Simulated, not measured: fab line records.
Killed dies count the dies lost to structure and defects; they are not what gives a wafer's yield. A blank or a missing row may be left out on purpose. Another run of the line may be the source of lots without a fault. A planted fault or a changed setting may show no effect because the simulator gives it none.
Split-lot experiment / flow n5 finfet / on a route of 1938 steps: 7 lots, 21 wafers read

## THE SPLIT ITSELF
At N5_BEOL_M9_ETCH_66 (etches SOC in N2/H2, target depth 80 nm, overetch 16 nm, time 120 s), the setting time s was moved away from the recipe's 120 s on 6 of the 21 wafers read, by -17.1% to +13.2%. The other wafers ran this setting at the recipe's value.

The split's own step is where the reading is taken.

## THE READING
SiARC_of_BEOL_M9_COAT_64.thk nm (the simulator's own value, which no gauge read), in nm, at N5_BEOL_M9_ETCH_66 (etches SOC in N2/H2, target depth 80 nm, overetch 16 nm, time 120 s). There is no usual value for it anywhere in the file. Average 6.5 nm, standard deviation 0.24 nm, over the 15 wafers here run with the recipe.

wafer=L080.2; tool, chamber at the split=rie diel-06, 2; time s as run, s=120; against the recipe=recipe; SiARC_of_BEOL_M9_COAT_64.thk nm, nm=6.8; against lot-mates on the recipe=-
wafer=L080.3; tool, chamber at the split=rie diel-06, 3; time s as run, s=120; against the recipe=recipe; SiARC_of_BEOL_M9_COAT_64.thk nm, nm=6.6; against lot-mates on the recipe=-
wafer=L080.6; tool, chamber at the split=rie diel-06, 1; time s as run, s=135.8; against the recipe=+13.2%; SiARC_of_BEOL_M9_COAT_64.thk nm, nm=5.6; against lot-mates on the recipe=-1.1
wafer=L074.2; tool, chamber at the split=rie diel-06, 2; time s as run, s=120; against the recipe=recipe; SiARC_of_BEOL_M9_COAT_64.thk nm, nm=6.8; against lot-mates on the recipe=-
wafer=L074.5; tool, chamber at the split=rie diel-06, 2; time s as run, s=120; against the recipe=recipe; SiARC_of_BEOL_M9_COAT_64.thk nm, nm=6.8; against lot-mates on the recipe=-
wafer=L074.4; tool, chamber at the split=rie diel-06, 1; time s as run, s=120; against the recipe=recipe; SiARC_of_BEOL_M9_COAT_64.thk nm, nm=6.2; against lot-mates on the recipe=-
wafer=L083.2; tool, chamber at the split=rie diel-04, 2,3; time s as run, s=120; against the recipe=recipe; SiARC_of_BEOL_M9_COAT_64.thk nm, nm=6.2; against lot-mates on the recipe=-
wafer=L083.6; tool, chamber at the split=rie diel-04, 2,3; time s as run, s=120; against the recipe=recipe; SiARC_of_BEOL_M9_COAT_64.thk nm, nm=6.2; against lot-mates on the recipe=-
wafer=L083.5; tool, chamber at the split=rie diel-04, 0; time s as run, s=131.3; against the recipe=+9.4%; SiARC_of_BEOL_M9_COAT_64.thk nm, nm=5.6; against lot-mates on the recipe=-0.6
wafer=L084.1; tool, chamber at the split=rie diel-02, 3; time s as run, s=99.52; against the recipe=-17.1%; SiARC_of_BEOL_M9_COAT_64.thk nm, nm=7.8; against lot-mates on the recipe=+1.2
wafer=L084.2; tool, chamber at the split=rie diel-02, 2; time s as run, s=99.52; against the recipe=-17.1%; SiARC_of_BEOL_M9_COAT_64.thk nm, nm=7.6; against lot-mates on the recipe=+1.0
wafer=L084.3; tool, chamber at the split=rie diel-02, 1; time s as run, s=120; against the recipe=recipe; SiARC_of_BEOL_M9_COAT_64.thk nm, nm=6.6; against lot-mates on the recipe=-
wafer=L087.2; tool, chamber at the split=rie diel-02, 0; time s as run, s=126.8; against the recipe=+5.7%; SiARC_of_BEOL_M9_COAT_64.thk nm, nm=5.8; against lot-mates on the recipe=-0.8
wafer=L087.4; tool, chamber at the split=rie diel-02, 3; time s as run, s=126.8; against the recipe=+5.7%; SiARC_of_BEOL_M9_COAT_64.thk nm, nm=6.4; against lot-mates on the recipe=-0.2
wafer=L087.5; tool, chamber at the split=rie diel-02, 1; time s as run, s=120; against the recipe=recipe; SiARC_of_BEOL_M9_COAT_64.thk nm, nm=6.6; against lot-mates on the recipe=-
wafer=L092.2; tool, chamber at the split=rie diel-06, 3; time s as run, s=120; against the recipe=recipe; SiARC_of_BEOL_M9_COAT_64.thk nm, nm=6.4; against lot-mates on the recipe=-
wafer=L092.4; tool, chamber at the split=rie diel-06, 2; time s as run, s=120; against the recipe=recipe; SiARC_of_BEOL_M9_COAT_64.thk nm, nm=6.8; against lot-mates on the recipe=-
wafer=L092.6; tool, chamber at the split=rie diel-06, 2; time s as run, s=120; against the recipe=recipe; SiARC_of_BEOL_M9_COAT_64.thk nm, nm=6.8; against lot-mates on the recipe=-
wafer=L094.1; tool, chamber at the split=rie diel-06, 0; time s as run, s=120; against the recipe=recipe; SiARC_of_BEOL_M9_COAT_64.thk nm, nm=6.2; against lot-mates on the recipe=-
wafer=L094.4; tool, chamber at the split=rie diel-06, 3; time s as run, s=120; against the recipe=recipe; SiARC_of_BEOL_M9_COAT_64.thk nm, nm=6.4; against lot-mates on the recipe=-
wafer=L094.5; tool, chamber at the split=rie diel-06, 3; time s as run, s=120; against the recipe=recipe; SiARC_of_BEOL_M9_COAT_64.thk nm, nm=6.4; against lot-mates on the recipe=-
When a row names more than one chamber, that row covers several wafers, and the file does not tell which wafer ran in which chamber.

FIT RESULTS
A straight line over all 21 wafers: SiARC_of_BEOL_M9_COAT_64.thk nm changes by -0.0724 nm for each +1% of time s; r = -0.90; the points scatter about the line by 0.24 nm.
The same after taking each lot's own level away (the mean of its wafers on the recipe; 21 wafers): -0.0697 nm for each +1%; r = -0.93; scatter 0.19 nm.
That fit puts the effect of the largest move of time s on the reading at 1.2 nm.
The span of the lots' own levels, 6.20 to 6.70 nm, comes to 2.1 times the standard deviation stated above.
The two slopes are in agreement: the lot-to-lot level therefore moves the slope only a little.
Check: with one of the wafers moved furthest among these (-17.1%) left out of the fit, the line predicts +1.14 nm for it against its lot-mates. It came out at +1.2 nm against them.

## THESE WAFERS: OTHER SPLITS
Note: prior to the reading, these wafers also went through further splits. Each is held against what the fit with the lots' levels taken away leaves over:
other split on the same wafers=N5_BEOL_M8_EXPOSE_25 dose mj; wafers away from the commonest value=9; r with SiARC_of_BEOL_M9_COAT_64.thk nm (lot level and that fit taken away)=-0.11
other split on the same wafers=N5_BEOL_M8_VIA_ETCH_34 source w; wafers away from the commonest value=9; r with SiARC_of_BEOL_M9_COAT_64.thk nm (lot level and that fit taken away)=+0.22

## THE FILE'S OWN FIT
SiARC_of_BEOL_M9_COAT_64.thk nm changes by -0.0713 nm for each +1% of time s, r = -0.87.
